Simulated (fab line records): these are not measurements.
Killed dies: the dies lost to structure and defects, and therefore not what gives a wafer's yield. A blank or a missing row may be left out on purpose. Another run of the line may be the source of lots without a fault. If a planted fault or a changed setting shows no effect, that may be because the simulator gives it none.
Which tool did it? | flow nand harc | 24 lots, 72 wafers sampled, at 5 steps of a route of 1302

## WHAT THE GAUGES SHOWED, per wafer
NHARC_P_M2_THK_MEAS_24: measures by xrf.
lot  | measured     | on            | thk nm (nm)
L074 | day 6 16:21  | film metro-02 | 144.1 146.1 147.3
L076 | day 7 04:06  | film metro-01 | 145.2 144.2 145.9
L075 | day 7 04:52  | film metro-01 | 143.8 146.2 145.5
L077 | day 7 18:37  | film metro-02 | 143.9 142.4 145.3
L078 | day 8 08:40  | film metro-02 | 144.2 143.1 146.4
L079 | day 8 13:38  | film metro-01 | 145.6 143.6 145.1
L081 | day 9 05:32  | film metro-02 | 144.6 142.7 144.2
L080 | day 9 06:25  | film metro-01 | 146.1 144.7 145.3
L082 | day 10 03:03 | film metro-02 | 144.3 143.6 145.5
L083 | day 10 04:44 | film metro-02 | 144.3 143.3 142.5
L084 | day 10 20:04 | film metro-01 | 147.0 144.8 145.0
L085 | day 10 23:58 | film metro-02 | 143.9 145.7 145.3
L086 | day 11 11:15 | film metro-02 | 144.9 141.9 141.6
L088 | day 12 17:54 | film metro-02 | 148.5 142.1 149.5
L087 | day 12 18:38 | film metro-02 | 145.8 146.2 145.8
L089 | day 13 02:50 | film metro-01 | 144.6 143.8 144.1
L090 | day 13 08:05 | film metro-02 | 148.9 146.2 145.9
L091 | day 13 20:34 | film metro-01 | 145.0 146.4 146.4
L092 | day 14 01:30 | film metro-02 | 147.5 146.3 141.8
L093 | day 14 11:34 | film metro-02 | 144.6 147.2 146.6
L094 | day 14 23:41 | film metro-02 | 143.4 145.4 143.1
L095 | day 15 10:14 | film metro-01 | 146.7 146.9 145.6
L096 | day 15 19:14 | film metro-02 | 144.8 142.6 141.3
L097 | day 16 01:59 | film metro-02 | 142.8 143.5 140.9

NHARC_P_BONDPAD_OVL_MEAS_38.
lot  | measured     | on         | overlay x nm (nm) | overlay y nm (nm)
L074 | day 6 18:16  | overlay-01 | -1 -1 -1          | -3 -3 -3
L076 | day 7 06:08  | overlay-01 | 16 16 17          | 0 1 1
L075 | day 7 06:46  | overlay-02 | -1 -1 -1          | -8 -8 -8
L077 | day 7 20:38  | overlay-02 | -1 -1 -1          | 13 13 13
L078 | day 8 10:35  | overlay-01 | 4 4 4             | 4 4 4
L079 | day 8 15:42  | overlay-01 | 5 5 5             | -3 -4 -2
L081 | day 9 07:35  | overlay-02 | -8 -8 -8          | -11 -12 -12
L080 | day 9 08:35  | overlay-02 | 3 4 4             | 0 0 0
L082 | day 10 04:58 | overlay-01 | 2 2 2             | -9 -8 -9
L083 | day 10 06:46 | overlay-01 | -3 -3 -3          | 7 7 7
L084 | day 10 22:04 | overlay-02 | 7 7 7             | 11 11 10
L085 | day 11 01:51 | overlay-02 | 4 4 5             | 16 15 15
L086 | day 11 13:17 | overlay-01 | 7 8 7             | 1 2 1
L088 | day 12 19:58 | overlay-02 | -9 -9 -9          | 6 6 6
L087 | day 12 20:32 | overlay-02 | -2 -2 -2          | -2 -1 -2
L089 | day 13 04:47 | overlay-01 | -9 -9 -9          | -6 -6 -6
L090 | day 13 09:58 | overlay-02 | -7 -7 -7          | 2 2 2
L091 | day 13 22:35 | overlay-01 | 10 10 10          | -5 -5 -5
L092 | day 14 03:26 | overlay-01 | 1 1 1             | 1 1 1
L093 | day 14 13:28 | overlay-01 | 6 6 6             | 4 4 4
L094 | day 15 02:00 | overlay-02 | 3 2 2             | 11 11 10
L095 | day 15 12:16 | overlay-02 | -3 -2 -2          | -2 -3 -2
L096 | day 15 21:16 | overlay-01 | 12 12 12          | 4 4 4
L097 | day 16 04:01 | overlay-01 | -5 -5 -5          | -8 -8 -8

## WHAT TOOL EACH LOT RAN ON (gives the tool, then ch and the chambers of the sampled wafers, and finally the start)
lot  | NHARC_P_CONTACT_CMP_24        | NHARC_P_M2_PVD_21                       | NHARC_P_M2_DEP_33
L074 | cmp-04 ch 0,2, day 6 04:31    | pvd sputter-03, day 6 16:21 or earlier  | pecvd-04 ch 0,1, day 6 16:42
L076 | cmp-03 ch 0,1,3, day 6 16:10  | pvd sputter-01, day 7 04:06 or earlier  | pecvd-03 ch 0,1,2, day 7 04:24
L075 | cmp-03 ch 0,1,2, day 6 16:38  | pvd sputter-03, day 7 04:52 or earlier  | pecvd-01 ch 0,1,2, day 7 05:13
L077 | cmp-02 ch 1,2,3, day 7 06:34  | pvd sputter-02, day 7 18:37 or earlier  | pecvd-03 ch 0,2, day 7 18:55
L078 | cmp-04 ch 0,1, day 7 20:40    | pvd sputter-01, day 8 08:40 or earlier  | pecvd-03 ch 0,1,2, day 8 08:58
L079 | cmp-02 ch 1,2,3, day 8 01:30  | pvd sputter-02, day 8 13:38 or earlier  | pecvd-03 ch 0,1,2, day 8 14:02
L081 | cmp-03 ch 0,2,3, day 8 17:26  | pvd sputter-01, day 9 05:32 or earlier  | pecvd-01 ch 0,1, day 9 05:53
L080 | cmp-02 ch 0,1,3, day 8 18:11  | pvd sputter-03, day 9 06:25 or earlier  | pecvd-01 ch 0,1,2, day 9 06:44
L082 | cmp-04 ch 0,2, day 9 15:17    | pvd sputter-03, day 10 03:03 or earlier | pecvd-04 ch 1,2, day 10 03:24
L083 | cmp-03 ch 0,1,3, day 9 16:44  | pvd sputter-02, day 10 04:44 or earlier | pecvd-04 ch 0,2, day 10 05:03
L084 | cmp-03 ch 0,2,3, day 10 08:03 | pvd sputter-02, day 10 20:04 or earlier | pecvd-01 ch 0,1,2, day 10 20:22
L085 | cmp-04 ch 1,2, day 10 12:04   | pvd sputter-01, day 10 23:58 or earlier | pecvd-01 ch 1,2, day 11 00:19
L086 | cmp-02 ch 0,1,2, day 10 22:37 | pvd sputter-03, day 11 11:15 or earlier | pecvd-03 ch 0,1,2, day 11 11:41
L088 | cmp-04 ch 0,2,3, day 12 05:16 | pvd sputter-02, day 12 17:54 or earlier | pecvd-01 ch 0,1,2, day 12 18:15
L087 | cmp-02 ch 1,2,3, day 12 05:52 | pvd sputter-03, day 12 18:38 or earlier | pecvd-01 ch 0,1,2, day 12 18:59
L089 | cmp-02 ch 0,1, day 12 14:40   | pvd sputter-01, day 13 02:50 or earlier | pecvd-03 ch 0,1,2, day 13 03:12
L090 | cmp-04 ch 0,1,3, day 12 19:58 | pvd sputter-03, day 13 08:05 or earlier | pecvd-04 ch 1,2, day 13 08:26
L091 | cmp-03 ch 1,2,3, day 13 08:38 | pvd sputter-03, day 13 20:34 or earlier | pecvd-01 ch 0,1,2, day 13 20:55
L092 | cmp-03 ch 0,3, day 13 13:31   | pvd sputter-01, day 14 01:30 or earlier | pecvd-03 ch 0,2, day 14 01:50
L093 | cmp-03 ch 1,3, day 13 23:16   | pvd sputter-01, day 14 11:34 or earlier | pecvd-04 ch 0,1,2, day 14 11:55
L094 | cmp-03 ch 0,3, day 14 11:35   | pvd sputter-01, day 14 23:41 or earlier | pecvd-01 ch 0,2, day 15 00:10
L095 | cmp-03 ch 0,1, day 14 21:50   | pvd sputter-01, day 15 10:14 or earlier | pecvd-04 ch 0,1,2, day 15 10:32
L096 | cmp-02 ch 0,2,3, day 15 07:06 | pvd sputter-01, day 15 19:14 or earlier | pecvd-01 ch 0,1,2, day 15 19:35
L097 | cmp-03 ch 0,2,3, day 15 13:38 | pvd sputter-01, day 16 01:59 or earlier | pecvd-03 ch 0,2, day 16 02:17
- NHARC_P_CONTACT_CMP_24: polishes, t overpolish 30 s, target thk 200 nm.
- NHARC_P_M2_PVD_21: deposits Cu, target thk 30 nm, time 20.49 s.
- NHARC_P_M2_DEP_33: deposits SiCN, target thk 30 nm.

## AS READ BY THE TOOLS THEMSELVES (means over the sampled wafers that have a number; for cases with no such wafer, the mark the record gives instead)
NHARC_P_CONTACT_CMP_24.
lot  | tool   | edge zone pressure frac | motor current A (A) | overpolish run s (s) | time to endpoint s (s)
L074 | cmp-04 | 1.001                   | 12.1                | 30.000               | 44
L076 | cmp-03 | 0.995                   | 12.4                | 30.007               | 40
L075 | cmp-03 | 0.999                   | 12.6                | 30.003               | 42
L077 | cmp-02 | 0.998                   | 13.1                | 29.997               | 45
L078 | cmp-04 | 0.997                   | 12.4                | 30.003               | 44
L079 | cmp-02 | 0.999                   | 13.1                | 29.998               | 42
L081 | cmp-03 | 0.998                   | 12.3                | 30.006               | 36
L080 | cmp-02 | 1.001                   | 13.3                | 29.999               | 44
L082 | cmp-04 | 1.000                   | 12.1                | 30.002               | 42
L083 | cmp-03 | 1.001                   | 12.4                | 30.005               | 37
L084 | cmp-03 | 0.999                   | 11.9                | 30.002               | 37
L085 | cmp-04 | 1.006                   | 13.2                | 30.002               | 43
L086 | cmp-02 | 1.001                   | 12.5                | 29.996               | 49
L088 | cmp-04 | 0.997                   | 11.4                | 30.007               | 39
L087 | cmp-02 | 1.002                   | 12.7                | 29.999               | 41
L089 | cmp-02 | 1.000                   | 13.2                | 30.001               | 46
L090 | cmp-04 | 0.995                   | 11.7                | 29.994               | 41
L091 | cmp-03 | 1.003                   | 12.6                | 29.999               | 37
L092 | cmp-03 | 0.994                   | 11.7                | 29.997               | 38
L093 | cmp-03 | 1.005                   | 12.2                | 30.006               | 38
L094 | cmp-03 | 0.998                   | 12.2                | 30.004               | 38
L095 | cmp-03 | 1.005                   | 12.9                | 30.002               | 39
L096 | cmp-02 | 0.998                   | 12.4                | 29.994               | 43
L097 | cmp-03 | 1.000                   | 12.2                | 30.000               | 40

NHARC_P_M2_PVD_21.
lot  | tool           | throttle valve pct (%)
L074 | pvd sputter-03 | 30.4
L076 | pvd sputter-01 | 29.5
L075 | pvd sputter-03 | 31.2
L077 | pvd sputter-02 | 29.4
L078 | pvd sputter-01 | 28.2
L079 | pvd sputter-02 | 29.9
L081 | pvd sputter-01 | 28.4
L080 | pvd sputter-03 | 29.7
L082 | pvd sputter-03 | 29.0
L083 | pvd sputter-02 | 30.4
L084 | pvd sputter-02 | 29.7
L085 | pvd sputter-01 | 29.6
L086 | pvd sputter-03 | 29.7
L088 | pvd sputter-02 | 28.9
L087 | pvd sputter-03 | 29.2
L089 | pvd sputter-01 | 30.2
L090 | pvd sputter-03 | 29.7
L091 | pvd sputter-03 | 29.6
L092 | pvd sputter-01 | 29.2
L093 | pvd sputter-01 | 28.3
L094 | pvd sputter-01 | 29.0
L095 | pvd sputter-01 | 28.9
L096 | pvd sputter-01 | 28.4
L097 | pvd sputter-01 | 29.4

NHARC_P_M2_DEP_33.
lot  | tool     | heater power outer w (W) | heater power w (W)
L074 | pecvd-04 | 303                      | 568
L076 | pecvd-03 | 305                      | 549
L075 | pecvd-01 | 359                      | 595
L077 | pecvd-03 | 305                      | 536
L078 | pecvd-03 | 304                      | 551
L079 | pecvd-03 | 324                      | 582
L081 | pecvd-01 | 336                      | 552
L080 | pecvd-01 | 341                      | 579
L082 | pecvd-04 | 336                      | 608
L083 | pecvd-04 | 320                      | 598
L084 | pecvd-01 | 372                      | 619
L085 | pecvd-01 | 374                      | 607
L086 | pecvd-03 | 317                      | 575
L088 | pecvd-01 | 336                      | 565
L087 | pecvd-01 | 359                      | 603
L089 | pecvd-03 | 328                      | 578
L090 | pecvd-04 | 301                      | 574
L091 | pecvd-01 | 363                      | 611
L092 | pecvd-03 | 262                      | 502
L093 | pecvd-04 | 338                      | 608
L094 | pecvd-01 | 406                      | 673
L095 | pecvd-04 | 309                      | 557
L096 | pecvd-01 | 380                      | 628
L097 | pecvd-03 | 268                      | 499

## THE ANSWER, worked out from the rows above alone
Rule: the usual values come from the lots themselves. The widest of any qualifying gaps counts: lots, ordered by their means at a reading, are off when they make up no more than a third of the lots, leave a main group of 4 or more, and stand apart from it by 3 or more times the standard deviation of that group's means. Not used: any main group whose means are identical at the precision the tables above print for the reading. Also off: a lot with no number at a reading for which 4 or more lots have one. All remaining lots with rows at the step are treated as sound. The gauges are gone through in route order, then the tools' own readings, and for those a lot's mean is taken as printed above. The first step at which some lot is off is used, and at that step the reading that is off furthest; a lot without a number counts as furthest.
No lot is off on any of the readings shown, so nothing can be concluded from this.

## WHAT THE SIMULATOR HAD PUT IN
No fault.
